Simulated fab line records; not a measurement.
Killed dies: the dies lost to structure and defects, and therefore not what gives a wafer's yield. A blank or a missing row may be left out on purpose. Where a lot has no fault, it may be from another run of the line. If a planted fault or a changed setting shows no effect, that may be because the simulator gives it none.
Which tool was responsible?    flow n5 finfet    12 lots, 36 wafers sampled, at 1 step of a route of 1938

== WHAT EACH GAUGE READ, for each wafer ==
N5_BEOL_M7_CD_MEAS_35: the cd target is 40 nm.
lot   measured      on         cd nm (nm)
L574  day 9 21:01   cd sem-02  39.1 39.7 39.6
L575  day 10 02:48  cd sem-01  40.2 40.8 40.7
L577  day 10 15:40  cd sem-01  40.5 40.2 40.2
L579  day 11 02:34  cd sem-03  39.6 39.9 40.1
L580  day 11 09:06  cd sem-02  40.0 40.6 39.6
L581  day 11 19:05  cd sem-01  40.2 40.0 39.5
L584  day 12 03:59  cd sem-01  39.6 39.4 39.9
L583  day 12 04:23  cd sem-01  40.1 39.8 40.1
L590  day 13 16:25  cd sem-03  39.6 40.7 39.6
L593  day 13 23:59  cd sem-02  40.3 39.7 39.7
L594  day 14 14:20  cd sem-01  40.3 40.5 40.4
L595  day 14 20:20  cd sem-01  40.6 41.2 41.6

== EACH LOT AND THE TOOL THAT RAN IT (in order: tool; ch and the chambers of the sampled wafers; start) ==
The record holds no process step before these readings.

== AS READ BY THE TOOLS THEMSELVES (means over the sampled wafers that have a number; for cases with no such wafer, the mark the record gives instead) ==
The record holds no such reading with a usual standard deviation.

== THE ANSWER, worked out from the rows above alone ==
Rule: what is usual is taken from the lots themselves. The widest of any qualifying gaps counts: lots, ordered by their means at a reading, are off when they make up no more than a third of the lots, leave a main group of 4 or more, and stand apart from it by 3 or more times the standard deviation of that group's means. If all means in a main group match to the digits the tables above print for the reading, that group is not used. A lot without any number at a reading at which 4 lots or more have one is off too. Any other lot the step has rows for is counted as sound. Order of review: gauges by route order, followed by the tools' own readings, for which a lot's mean as printed above is used. The first step at which some lot is off is used, and at that step the reading that is off furthest; a lot without a number counts as furthest.
No lot is off on any of the readings shown, so nothing can be concluded from this.

== WHAT WAS PUT IN BY THE SIMULATOR ==
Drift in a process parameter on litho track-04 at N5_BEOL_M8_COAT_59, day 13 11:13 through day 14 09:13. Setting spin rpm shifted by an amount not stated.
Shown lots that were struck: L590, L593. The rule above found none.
